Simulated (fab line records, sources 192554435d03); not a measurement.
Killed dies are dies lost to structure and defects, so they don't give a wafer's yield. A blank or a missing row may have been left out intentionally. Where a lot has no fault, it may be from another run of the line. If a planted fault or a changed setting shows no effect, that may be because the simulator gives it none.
fab line records	flow n5-finfet
record lots=24	wafers=72	last-day=18
route steps=1938 shown BEOL_M11@1569 BEOL_M12@1622
lots that met no fault: taken from a fault-free run of the same line
start-h: hours from the record's opening day to when the first of the lot's shown wafers began	wait-h: hours elapsed since this lot's preceding step	" same as the row above	L1.1+2: a single row standing in for several wafers	- either no value or no given start	* or withheld: withheld	< > ~ a bound
route shown NAME@n: a module of which the file shows steps, and the number in the route of the first	usual: the fault-free wafers' mean and standard deviation	same: alike in all rows	chamber/n: place in a boat	sites: the reading at each site	_std_site: standard deviation of those values	_edge_site: inner sites' mean taken away from outer sites' mean	radius-mm: how far each site lies from the wafer's centre	mask NAME#n: copy n	behind: the last tool/chamber to shape the wafer	hold: why the lot went on hold/how many hours it stayed there/how the hold came to an end	device: names the non-switching transistor (n, p or np)	end of line: at the end of the route, the tests of the same wafers	where a step has no rows: the recipe by itself	killed: at the first sort, the dies lost to defects and structure; wafer yield is something else	map: a wafer's dies, x killed, . not, _ none there
set.NAME: the setting the step ran with; set.NAME@STEP: the setting that earlier step ran with	model.NAME: the simulator's own value behind a step, which no gauge read
steps of the route over a sample of lots; a table a step, a row a wafer
services: a tool's chamber out of use, with start hour (start-h, from the record's first day; less than 0 if before it), hours out, and reason
## steps
# step N5_BEOL_M11_OVL_MEAS_29
# recipe points-per-wafer=44
# usual V10_OVL=0.2/0.71
lot.wafer	tool	chamber	start-h	wait-h	V10_OVL[nm]
L074.2	overlay-01	0	219.44	0.0	0.0
L074.4	"	0	"	"	0.8
L074.6	"	0	"	"	-0.6
L075.1	overlay-01	0	245.63	0.0	-0.5
L075.4	"	0	"	"	-1.1
L075.6	"	0	"	"	-0.6
L076.3	overlay-02	0	259.52	0.1	0.2
L076.5	"	0	"	"	0.9
L076.6	"	0	"	"	0.5
L077.2	overlay-02	0	259.66	0.0	1.3
L077.4	"	0	"	"	-0.1
L077.5	"	0	"	"	1.9
L078.1	overlay-02	0	266.21	0.0	-0.7
L078.3	"	0	"	"	-1.0
L078.4	"	0	"	"	-0.8
L082.4	overlay-01	0	282.02	0.0	-0.4
L082.5	"	0	"	"	0.4
L082.6	"	0	"	"	0.7
L080.2	overlay-02	0	282.19	0.0	0.9
L080.3	"	0	"	"	0.1
L080.6	"	0	"	"	0.5
L079.1	overlay-02	0	282.36	0.0	-0.1
L079.3	"	0	"	"	-0.6
L079.4	"	0	"	"	-0.4
L085.2	overlay-02	0	292.18	0.0	0.7
L085.3	"	0	"	"	-0.4
L085.5	"	0	"	"	0.2
L081.3	overlay-02	0	292.35	0.0	0.4
L081.5	"	0	"	"	0.6
L081.6	"	0	"	"	0.8
L083.4	overlay-02	0	299.40	0.0	1.2
L083.5	"	0	"	"	0.1
L083.6	"	0	"	"	0.8
L084.3	overlay-02	0	301.12	0.0	1.4
L084.4	"	0	"	"	1.8
L084.5	"	0	"	"	0.7
L087.1	overlay-02	0	306.57	0.1	-1.2
L087.3	"	0	"	"	-1.0
L087.6	"	0	"	"	-1.2
L088.2	overlay-02	0	308.57	0.0	0.1
L088.4	"	0	"	"	1.6
L088.5	"	0	"	"	1.0
L086.1	overlay-02	0	308.87	0.0	-0.9
L086.3	"	0	"	"	0.2
L086.5	"	0	"	"	-0.5
L089.4	overlay-02	0	322.92	0.0	0.7
L089.5	"	0	"	"	0.4
L089.6	"	0	"	"	0.4
L090.1	overlay-02	0	343.01	0.0	-1.0
L090.3	"	0	"	"	0.3
L090.5	"	0	"	"	-1.0
L093.2	overlay-02	0	350.25	0.0	-1.0
L093.3	"	0	"	"	-0.1
L093.5	"	0	"	"	-0.4
L091.3	overlay-01	0	350.42	0.0	0.3
L091.5	"	0	"	"	0.4
L091.6	"	0	"	"	0.6
L092.2	overlay-02	0	356.29	0.0	0.1
L092.3	"	0	"	"	0.8
L092.6	"	0	"	"	0.9
L094.1	overlay-01	0	358.03	0.0	1.0
L094.5	"	0	"	"	0.7
L094.6	"	0	"	"	0.4
L095.1	overlay-01	0	378.79	0.0	-0.9
L095.4	"	0	"	"	-0.8
L095.5	"	0	"	"	-0.2
L096.1	overlay-02	0	390.38	0.0	-0.2
L096.2	"	0	"	"	0.7
L096.5	"	0	"	"	0.2
L097.2	overlay-02	0	392.94	0.0	0.5
L097.3	"	0	"	"	-0.1
L097.5	"	0	"	"	0.3
# step N5_BEOL_M11_DEGAS_44
# recipe ambient=vacuum	temp-c=250	time-s=60
# usual heater-power-w=341/29
lot.wafer	tool	chamber	start-h	wait-h	heater-power-w
L074.2	pvd-sputter-02	-	222.80	1.8	401
L074.4	"	-	"	"	301
L074.6	"	-	"	"	342
L075.1	pvd-sputter-01	-	246.92	0.5	352
L075.4	"	-	"	"	318
L075.6	"	-	"	"	352
L076.3	pvd-sputter-01	-	260.75	0.2	294
L076.5	"	-	"	"	291
L076.6	"	-	"	"	313
L077.2	pvd-sputter-01	-	261.07	0.2	366
L077.4	"	-	"	"	298
L077.5	"	-	"	"	361
L078.1	pvd-sputter-02	-	268.08	0.6	407
L078.3	"	-	"	"	350
L078.4	"	-	"	"	307
L080.2	pvd-sputter-01	-	283.56	0.2	362
L080.3	"	-	"	"	318
L080.6	"	-	"	"	359
L082.4	pvd-sputter-03	-	285.69	2.1	331
L082.5	"	-	"	"	336
L082.6	"	-	"	"	315
L079.1	pvd-sputter-01	-	285.78	1.9	359
L079.3	"	-	"	"	317
L079.4	"	-	"	"	294
L085.2	pvd-sputter-01	-	293.77	0.4	313
L085.3	"	-	"	"	366
L085.5	"	-	"	"	364
L081.3	pvd-sputter-02	-	294.27	0.4	311
L081.5	"	-	"	"	365
L081.6	"	-	"	"	352
L083.4	pvd-sputter-03	-	300.84	0.3	318
L083.5	"	-	"	"	372
L083.6	"	-	"	"	318
L084.3	pvd-sputter-01	-	302.67	0.6	294
L084.4	"	-	"	"	359
L084.5	"	-	"	"	361
L087.1	pvd-sputter-02	-	308.09	0.7	307
L087.3	"	-	"	"	366
L087.6	"	-	"	"	371
L088.2	pvd-sputter-03	-	311.62	2.0	343
L088.4	"	-	"	"	371
L088.5	"	-	"	"	322
L086.1	pvd-sputter-03	-	311.70	2.0	374
L086.3	"	-	"	"	323
L086.5	"	-	"	"	376
L089.4	pvd-sputter-02	-	324.50	0.4	363
L089.5	"	-	"	"	354
L089.6	"	-	"	"	370
L090.1	pvd-sputter-01	-	344.38	0.3	291
L090.3	"	-	"	"	307
L090.5	"	-	"	"	309
L093.2	pvd-sputter-02	-	351.32	0.2	352
L093.3	"	-	"	"	364
L093.5	"	-	"	"	363
L091.3	pvd-sputter-03	-	351.75	0.2	335
L091.5	"	-	"	"	343
L091.6	"	-	"	"	330
L092.2	pvd-sputter-02	-	357.74	0.6	362
L092.3	"	-	"	"	348
L092.6	"	-	"	"	350
L094.1	pvd-sputter-03	-	360.22	1.3	329
L094.5	"	-	"	"	328
L094.6	"	-	"	"	345
L095.1	pvd-sputter-02	-	380.33	0.7	347
L095.4	"	-	"	"	391
L095.5	"	-	"	"	352
L096.1	pvd-sputter-01	-	393.25	2.1	295
L096.2	"	-	"	"	357
L096.5	"	-	"	"	358
L097.2	pvd-sputter-01	-	394.19	0.4	288
L097.3	"	-	"	"	366
L097.5	"	-	"	"	320
# step N5_BEOL_M11_SPUTTER_48
# recipe material=Cu	target-thk-a=120	temp-c=-20	bias-v=60	power-w=26000	chamber-pressure-pa=0.13	time-s=2
# usual throttle-valve-pct=30.2/0.92
lot.wafer	tool	chamber	start-h	wait-h	throttle-valve-pct
L074.2	pvd-sputter-02	-	223.50	0.1	28.8
L074.4	"	-	"	"	27.9
L074.6	"	-	"	"	30.4
L075.1	pvd-sputter-02	-	249.10	1.4	30.8
L075.4	"	-	"	"	28.9
L075.6	"	-	"	"	28.7
L076.3	pvd-sputter-02	-	261.38	0.1	28.8
L076.5	"	-	"	"	28.1
L076.6	"	-	"	"	30.9
L077.2	pvd-sputter-03	-	261.72	0.1	29.9
L077.4	"	-	"	"	30.2
L077.5	"	-	"	"	30.6
L078.1	pvd-sputter-01	-	268.66	0.1	31.0
L078.3	"	-	"	"	29.9
L078.4	"	-	"	"	32.2
L080.2	pvd-sputter-03	-	285.93	0.1	30.0
L080.3	"	-	"	"	29.7
L080.6	"	-	"	"	30.4
L082.4	pvd-sputter-03	-	286.35	0.0	30.0
L082.5	"	-	"	"	30.2
L082.6	"	-	"	"	30.3
L079.1	pvd-sputter-01	-	286.46	0.1	29.7
L079.3	"	-	"	"	29.9
L079.4	"	-	"	"	30.6
L085.2	pvd-sputter-02	-	294.45	0.1	29.1
L085.3	"	-	"	"	30.7
L085.5	"	-	"	"	30.9
L081.3	pvd-sputter-01	-	294.84	0.1	32.0
L081.5	"	-	"	"	31.0
L081.6	"	-	"	"	29.8
L083.4	pvd-sputter-01	-	301.83	0.1	29.8
L083.5	"	-	"	"	29.9
L083.6	"	-	"	"	29.9
L084.3	pvd-sputter-03	-	303.54	0.1	30.4
L084.4	"	-	"	"	30.8
L084.5	"	-	"	"	29.9
L087.1	pvd-sputter-03	-	308.74	0.1	29.7
L087.3	"	-	"	"	30.7
L087.6	"	-	"	"	30.7
L088.2	pvd-sputter-03	-	312.32	0.1	29.9
L088.4	"	-	"	"	30.4
L088.5	"	-	"	"	30.4
L086.1	pvd-sputter-03	-	312.44	0.1	30.8
L086.3	"	-	"	"	29.9
L086.5	"	-	"	"	29.6
L089.4	pvd-sputter-02	-	328.67	0.1	28.0
L089.5	"	-	"	"	28.2
L089.6	"	-	"	"	31.0
L090.1	pvd-sputter-01	-	346.68	0.6	29.8
L090.3	"	-	"	"	29.9
L090.5	"	-	"	"	30.7
L093.2	pvd-sputter-01	-	352.41	0.4	29.9
L093.3	"	-	"	"	29.8
L093.5	"	-	"	"	30.8
L091.3	pvd-sputter-01	-	353.03	0.4	29.7
L091.5	"	-	"	"	30.8
L091.6	"	-	"	"	31.8
L092.2	pvd-sputter-01	-	358.34	0.1	30.6
L092.3	"	-	"	"	32.3
L092.6	"	-	"	"	32.1
L094.1	pvd-sputter-02	-	361.04	0.1	30.7
L094.5	"	-	"	"	30.9
L094.6	"	-	"	"	30.5
L095.1	pvd-sputter-03	-	382.73	0.1	30.0
L095.4	"	-	"	"	29.8
L095.5	"	-	"	"	30.7
L096.1	pvd-sputter-01	-	394.11	0.2	30.1
L096.2	"	-	"	"	29.8
L096.5	"	-	"	"	30.0
L097.2	pvd-sputter-03	-	394.80	0.1	30.8
L097.3	"	-	"	"	30.4
L097.5	"	-	"	"	29.9
# step N5_BEOL_M11_CMP_52
# recipe stop-on=SiCOH_lowk	t-overpolish-s=7	down-force-psi=1	platen-rpm=50	clearing-platen-down-force-psi=1.5	clearing-platen-rpm=50	post-cmp-clean=cu-alkaline	target-thk-nm=140	clearing-platen-pad-velocity-m-s=0.99484	pad-velocity-m-s=0.99484
# usual barrier-field-endpoint-s=28.7/0.7	head-pressure-psi=0.9998/0.0021	motor-current-A=6.2/0.71	overpolish-run-s=7.001/0.01	time-to-endpoint-s=66.6/2.7
lot.wafer	tool	chamber	start-h	wait-h	barrier-field-endpoint-s	head-pressure-psi	motor-current-A	overpolish-run-s	time-to-endpoint-s
L074.2	cmp-02	0	224.03	0.2	28.4	0.9998	6.0	7.008	66.8
L074.4	"	2	"	"	28.3	0.9997	5.3	7.009	64.0
L074.6	"	0	"	"	29.1	0.9988	6.0	6.999	68.8
L075.1	cmp-01	3	249.69	0.3	27.3	1.0006	6.6	6.993	65.5
L075.4	"	1	"	"	28.8	0.9973	6.3	6.998	68.4
L075.6	"	3	"	"	28.1	0.9968	6.6	6.978	65.2
L076.3	cmp-02	2	262.44	0.2	27.9	1.0004	5.3	6.994	64.5
L076.6	"	0	"	"	28.3	1.0051	5.9	6.988	66.4
L076.5	"	1	"	"	28.2	1.0029	4.9	7.001	66.6
L077.2	cmp-04	3	263.26	0.2	28.7	0.9999	6.8	7.012	64.5
L077.4	"	1	"	"	29.9	0.9959	6.0	6.989	69.6
L077.5	"	3	"	"	28.6	1.0040	6.6	7.009	66.6
L078.1	cmp-04	2	270.22	0.3	28.8	0.9988	5.7	7.000	69.1
L078.3	"	3	"	"	28.3	0.9949	6.9	6.994	63.1
L078.4	"	0	"	"	29.3	0.9983	7.4	7.003	68.5
L080.3	cmp-01	3	286.62	0.2	27.5	1.0016	6.5	7.002	61.3
L080.2	"	0	"	"	28.8	1.0063	5.9	6.989	65.3
L080.6	"	2	"	"	29.3	0.9986	6.9	6.997	65.6
L082.4	cmp-01	0	286.96	0.2	28.4	1.0021	5.6	7.018	64.7
L082.5	"	2	"	"	28.2	0.9978	7.2	7.004	63.8
L082.6	"	3	"	"	28.1	1.0002	6.6	6.994	63.4
L079.3	cmp-04	2	287.16	0.2	28.9	0.9998	6.2	6.988	65.7
L079.4	"	3	"	"	29.6	0.9982	6.6	6.981	68.4
L079.1	"	1	"	"	29.5	0.9993	6.2	7.008	75.1
L085.2	cmp-01	0	295.04	0.3	28.0	1.0014	5.1	7.011	66.5
L085.3	"	1	"	"	28.6	1.0004	6.2	6.998	64.1
L085.5	"	0	"	"	28.1	0.9986	5.6	7.023	63.5
L081.3	cmp-02	3	295.48	0.3	30.0	1.0002	5.3	7.019	70.0
L081.6	"	0	"	"	30.1	1.0011	5.8	7.016	70.9
L081.5	"	1	"	"	31.0	1.0000	5.2	6.991	71.8
L083.4	cmp-04	1	302.67	0.2	29.4	0.9981	6.2	7.019	69.9
L083.6	"	3	"	"	28.4	0.9973	6.6	7.013	61.7
L083.5	"	0	"	"	29.3	1.0022	7.0	7.012	67.0
L084.4	cmp-04	2	304.71	0.1	29.6	0.9985	6.0	7.006	67.1
L084.3	"	3	"	"	28.6	0.9980	6.8	7.005	65.3
L084.5	"	3	"	"	28.9	0.9990	7.0	6.991	65.6
L087.3	cmp-04	2	309.34	0.2	28.1	1.0015	6.0	7.003	64.7
L087.1	"	3	"	"	28.1	1.0020	7.1	6.994	65.4
L087.6	"	1	"	"	29.2	0.9978	6.4	7.002	70.1
L088.4	cmp-01	2	312.88	0.2	28.0	0.9993	7.3	7.019	64.5
L088.2	"	0	"	"	28.5	0.9983	5.6	7.004	64.5
L088.5	"	1	"	"	27.7	0.9997	6.6	7.004	61.1
L086.1	cmp-04	2	313.04	0.3	28.9	1.0032	5.7	7.001	67.8
L086.3	"	3	"	"	28.9	0.9980	6.7	6.984	67.2
L086.5	"	1	"	"	29.7	0.9976	6.2	7.006	70.2
L089.4	cmp-01	0	329.20	0.1	28.9	1.0006	5.6	7.017	63.2
L089.6	"	0	"	"	28.4	0.9965	5.4	7.012	64.7
L089.5	"	1	"	"	27.4	1.0013	6.5	7.012	61.3
L090.1	cmp-04	2	347.29	0.3	28.3	1.0005	5.7	6.998	68.1
L090.3	"	1	"	"	28.9	0.9996	6.1	6.995	68.3
L090.5	"	3	"	"	28.0	1.0007	6.6	7.008	65.7
L093.3	cmp-02	0	353.12	0.2	28.9	1.0002	6.1	6.988	67.2
L093.2	"	1	"	"	29.2	0.9982	5.2	6.998	68.5
L093.5	"	0	"	"	29.2	0.9996	5.8	7.011	64.7
L091.3	cmp-01	1	353.67	0.3	28.9	1.0007	6.5	6.987	69.1
L091.6	"	2	"	"	28.4	0.9996	7.1	6.991	68.6
L091.5	"	3	"	"	28.0	1.0004	6.7	6.989	65.7
L092.2	cmp-04	3	358.88	0.2	28.6	0.9959	7.0	7.005	67.1
L092.3	"	0	"	"	30.2	0.9991	7.0	7.019	69.1
L092.6	"	0	"	"	30.2	1.0018	7.2	7.009	69.0
L094.1	cmp-01	0	361.67	0.3	29.5	1.0008	5.1	7.003	69.1
L094.6	"	2	"	"	29.8	1.0026	7.3	7.007	69.2
L094.5	"	3	"	"	28.6	1.0025	6.6	7.025	64.8
L095.1	cmp-02	2	383.30	0.3	27.6	1.0007	5.2	7.006	62.7
L095.4	"	0	"	"	28.4	1.0018	5.8	6.992	66.7
L095.5	"	2	"	"	28.0	1.0030	5.5	7.006	63.2
L096.2	cmp-02	1	394.64	0.2	28.5	0.9962	5.2	7.003	69.3
L096.1	"	0	"	"	27.5	1.0041	5.8	7.005	62.7
L096.5	"	2	"	"	28.4	0.9993	5.3	6.991	63.9
L097.2	cmp-02	2	395.53	0.2	28.3	0.9984	5.1	7.005	66.2
L097.3	"	0	"	"	28.8	0.9998	5.7	7.004	65.9
L097.5	"	3	"	"	28.7	1.0021	5.1	7.000	65.0
# step N5_BEOL_M12_CD_MEAS_17
# recipe target-cd-nm=140	polarity=opening
# usual cd-nm=139.8/1.9
lot.wafer	tool	chamber	start-h	wait-h	cd-nm
L074.2	cd-sem-02	-	225.55	0.0	138.3
L074.4	"	-	"	"	141.0
L074.6	"	-	"	"	140.8
L075.1	cd-sem-03	-	251.37	0.0	141.4
L075.4	"	-	"	"	141.6
L075.6	"	-	"	"	142.5
L076.3	cd-sem-02	-	263.86	0.0	138.1
L076.5	"	-	"	"	136.2
L076.6	"	-	"	"	137.9
L077.2	cd-sem-01	-	265.06	0.0	141.1
L077.4	"	-	"	"	140.3
L077.5	"	-	"	"	137.8
L078.1	cd-sem-03	-	271.68	0.0	135.3
L078.3	"	-	"	"	135.2
L078.4	"	-	"	"	136.9
L080.2	cd-sem-03	-	288.06	0.0	142.4
L080.3	"	-	"	"	142.0
L080.6	"	-	"	"	142.2
L082.4	cd-sem-03	-	288.72	0.0	141.1
L082.5	"	-	"	"	140.4
L082.6	"	-	"	"	137.6
L079.1	cd-sem-03	-	289.05	0.0	144.4
L079.3	"	-	"	"	141.4
L079.4	"	-	"	"	141.2
L085.2	cd-sem-01	-	296.60	0.0	144.7
L085.3	"	-	"	"	142.5
L085.5	"	-	"	"	140.7
L081.3	cd-sem-01	-	297.02	0.0	138.7
L081.5	"	-	"	"	140.4
L081.6	"	-	"	"	137.7
L083.4	cd-sem-01	-	304.12	0.0	137.8
L083.5	"	-	"	"	137.3
L083.6	"	-	"	"	138.9
L084.3	cd-sem-01	-	306.21	0.0	139.7
L084.4	"	-	"	"	139.3
L084.5	"	-	"	"	140.8
L087.1	cd-sem-01	-	310.90	0.0	141.0
L087.3	"	-	"	"	141.7
L087.6	"	-	"	"	140.2
L088.2	cd-sem-03	-	314.60	0.0	141.4
L088.4	"	-	"	"	138.3
L088.5	"	-	"	"	137.1
L086.1	cd-sem-01	-	314.72	0.0	141.8
L086.3	"	-	"	"	143.9
L086.5	"	-	"	"	140.8
L089.4	cd-sem-01	-	330.83	0.0	139.7
L089.5	"	-	"	"	142.6
L089.6	"	-	"	"	139.9
L090.1	cd-sem-02	-	348.80	0.0	142.9
L090.3	"	-	"	"	141.2
L090.5	"	-	"	"	140.0
L093.2	cd-sem-02	-	355.16	0.0	138.5
L093.3	"	-	"	"	140.6
L093.5	"	-	"	"	141.5
L091.3	cd-sem-01	-	355.89	0.0	136.0
L091.5	"	-	"	"	137.6
L091.6	"	-	"	"	136.8
L092.2	cd-sem-01	-	360.55	0.0	138.7
L092.3	"	-	"	"	140.1
L092.6	"	-	"	"	140.3
L094.1	cd-sem-03	-	363.12	0.0	140.0
L094.5	"	-	"	"	137.6
L094.6	"	-	"	"	140.5
L095.1	cd-sem-03	-	385.36	0.0	139.1
L095.4	"	-	"	"	141.1
L095.5	"	-	"	"	139.4
L096.1	cd-sem-01	-	396.40	0.0	138.6
L096.2	"	-	"	"	138.8
L096.5	"	-	"	"	140.2
L097.2	cd-sem-01	-	397.03	0.0	138.8
L097.3	"	-	"	"	138.7
L097.5	"	-	"	"	137.9
# step N5_BEOL_M12_ETCH_68
# recipe chemistry=N2/H2	target=SOC	mask-material=SiARC	source-w=3000	bias-w=350	temp-c=40	time-s=285	ion-energy-ev=200	pressure-mtorr=30	n2-flow-sccm=200	h2-flow-sccm=200
# usual drypump-motor-current-A=5.6/0.56	oes-product-au=0.82/0.085	rf-vpp-V=523.7/2.5	showerhead-plenum-p-Torr=2.54/0.088	throttle-valve-pct=17.71/0.24
lot.wafer	tool	chamber	start-h	wait-h	drypump-motor-current-A	oes-product-au	rf-hours-counter-h	rf-vpp-V	showerhead-plenum-p-Torr	throttle-valve-pct
L074.2	rie-diel-01	2	226.33	0.1	6.5	0.83	85	523.5	2.56	17.24
L074.4	"	1	"	"	5.1	0.73	178	524.0	2.53	17.77
L074.6	"	3	"	"	5.2	0.97	-	523.2	2.51	17.65
L075.1	rie-diel-05	2	251.96	0.1	5.5	0.94	12	526.2	2.61	17.47
L075.4	"	3	"	"	6.0	0.69	-	526.1	2.61	18.15
L075.6	"	2	"	"	5.5	0.94	-	524.9	2.61	17.49
L076.3	rie-diel-06	0	265.01	0.1	5.6	0.75	190	522.2	2.52	17.74
L076.5	"	0	"	"	5.6	0.75	-	522.5	2.52	17.74
L076.6	"	2	"	"	6.7	0.95	-	529.3	2.71	17.51
L077.2	rie-diel-06	2	266.04	0.1	6.7	0.95	21	528.7	2.71	17.50
L077.4	"	2	"	"	6.7	0.96	-	527.7	2.71	17.52
L077.5	"	0	"	"	5.6	0.74	-	524.5	2.52	17.74
L078.1	rie-diel-01	0	272.45	0.1	4.9	0.77	143	520.2	2.45	17.90
L078.3	"	1	"	"	5.1	0.72	194	523.2	2.53	17.80
L078.4	"	3	"	"	5.3	0.90	25	522.3	2.51	17.67
L080.2	rie-diel-01	1	288.85	0.1	5.1	0.70	200	524.2	2.53	17.80
L080.3	"	3	"	"	5.3	0.91	31	520.5	2.50	17.67
L080.6	"	2	"	"	6.4	0.79	-	526.8	2.55	17.26
L082.4	rie-diel-05	1	290.39	0.1	5.8	0.94	16	522.5	2.49	17.46
L082.5	"	1	"	"	5.8	0.94	-	522.9	2.49	17.46
L082.6	"	0	"	"	6.1	0.83	-	522.3	2.47	17.50
L079.1	rie-diel-01	1	290.40	0.1	5.1	0.71	200	522.9	2.52	17.79
L079.3	"	0	"	"	4.9	0.76	149	521.5	2.44	17.91
L079.4	"	3	"	"	5.2	0.90	31	522.2	2.50	17.68
L085.2	rie-diel-01	1	297.20	0.1	5.1	0.71	201	523.6	2.52	17.84
L085.3	"	3	"	"	5.2	0.90	33	522.5	2.50	17.68
L085.5	"	2	"	"	6.5	0.79	-	525.5	2.55	17.28
L081.3	rie-diel-01	3	297.69	0.1	5.2	0.90	33	523.3	2.50	17.69
L081.5	"	3	"	"	5.2	0.90	-	523.7	2.50	17.68
L081.6	"	0	"	"	4.9	0.76	-	522.6	2.44	17.90
L083.4	rie-diel-01	2	304.72	0.1	6.4	0.79	112	525.7	2.55	17.28
L083.5	"	1	"	"	5.1	0.71	-	522.8	2.52	17.82
L083.6	"	2	"	"	6.4	0.79	-	524.3	2.55	17.28
L084.3	rie-diel-06	1	306.81	0.1	4.8	0.71	206	520.9	2.42	18.11
L084.4	"	0	"	"	5.6	0.74	204	523.7	2.52	17.74
L084.5	"	2	"	"	6.6	0.92	-	528.3	2.71	17.53
L087.1	rie-diel-01	0	311.49	0.1	4.9	0.76	156	519.8	2.44	17.91
L087.3	"	2	"	"	6.4	0.79	116	525.1	2.55	17.27
L087.6	"	3	"	"	5.2	0.89	-	522.4	2.50	17.68
L088.2	rie-diel-01	3	315.21	0.1	5.2	0.90	40	525.1	2.50	17.70
L088.4	"	2	"	"	6.4	0.78	117	524.4	2.55	17.29
L088.5	"	3	"	"	5.2	0.89	-	522.2	2.50	17.69
L086.1	rie-diel-01	0	315.70	0.1	4.9	0.76	158	520.7	2.44	17.90
L086.3	"	3	"	"	5.2	0.89	41	522.4	2.50	17.67
L086.5	"	0	"	"	4.9	0.76	-	520.6	2.44	17.93
L089.4	rie-diel-05	2	331.63	0.1	5.5	0.87	-	525.5	2.60	17.52
L089.5	"	0	"	"	6.1	0.80	-	520.4	2.46	17.53
L089.6	"	1	"	"	5.8	0.89	-	521.3	2.48	17.50
L090.1	rie-diel-05	1	349.52	0.1	5.8	0.88	40	522.7	2.48	17.50
L090.3	"	3	"	"	6.0	0.98	1	524.5	2.60	17.76
L090.5	"	1	"	"	5.8	0.89	-	520.9	2.48	17.50
L093.2	rie-diel-05	1	355.92	0.1	5.8	0.88	43	522.5	2.47	17.50
L093.3	"	0	"	"	6.1	0.80	102	520.7	2.46	17.55
L093.5	"	3	"	"	6.0	0.96	-	526.7	2.60	17.78
L091.3	rie-diel-06	0	356.61	0.1	5.6	0.72	220	522.9	2.51	17.79
L091.5	"	3	"	"	5.5	0.86	-	529.0	2.73	18.04
L091.6	"	0	"	"	5.6	0.72	-	524.0	2.51	17.78
L092.2	rie-diel-05	0	361.51	0.1	6.1	0.80	104	522.0	2.46	17.55
L092.3	"	3	"	"	6.1	0.95	6	526.4	2.60	17.80
L092.6	"	3	"	"	6.1	0.96	-	526.6	2.60	17.78
L094.1	rie-diel-05	3	363.74	0.1	6.1	0.92	7	524.7	2.60	17.77
L094.5	"	0	"	"	6.1	0.79	-	523.7	2.46	17.54
L094.6	"	1	"	"	5.7	0.85	-	520.8	2.47	17.50
L095.1	rie-diel-06	0	386.11	0.1	5.6	0.72	230	523.0	2.51	17.81
L095.4	"	3	"	"	5.5	0.85	40	528.7	2.73	18.05
L095.5	"	3	"	"	5.4	0.86	-	528.6	2.73	18.05
L096.1	rie-diel-06	1	397.18	0.1	4.9	0.69	231	520.8	2.41	18.13
L096.2	"	0	"	"	5.6	0.71	234	523.7	2.50	17.82
L096.5	"	0	"	"	5.6	0.71	-	524.3	2.50	17.81
L097.2	rie-diel-06	2	398.15	0.1	6.6	0.87	66	527.0	2.69	17.58
L097.3	"	3	"	"	5.5	0.84	43	527.4	2.72	18.07
L097.5	"	0	"	"	5.6	0.71	-	522.8	2.50	17.79
## services
tool	chamber	start-h	hours	kind
rie-diel-05	-	220.37	0.1	repair
cmp-04	-	227.87	4.1	pm
cmp-01	-	240.40	0.8	repair
rie-diel-05	-	242.12	2.8	pm
cmp-04	-	249.13	2.6	repair
rie-diel-05	0	249.32	13.7	repair
cmp-01	-	262.66	2.6	repair
rie-diel-01	1	266.36	5.0	repair
cmp-01	-	269.90	1.7	repair
cmp-04	-	300.89	0.4	repair
pvd-sputter-02	-	310.46	4.5	repair
rie-diel-06	-	323.83	2.8	pm
pvd-sputter-02	-	324.98	1.7	repair
cmp-04	-	325.59	4.0	pm
pvd-sputter-03	-	330.58	2.5	repair
pvd-sputter-03	-	333.25	7.2	repair
pvd-sputter-02	-	343.85	3.3	repair
cmp-01	-	351.43	0.8	repair
rie-diel-06	1	353.19	3.7	repair
rie-diel-01	0	368.40	6.1	repair
pvd-sputter-01	-	379.91	5.9	repair
cmp-04	-	388.25	0.5	repair
cmp-02	-	388.37	6.2	pm
pvd-sputter-02	-	392.32	6.4	repair
## key
fault none
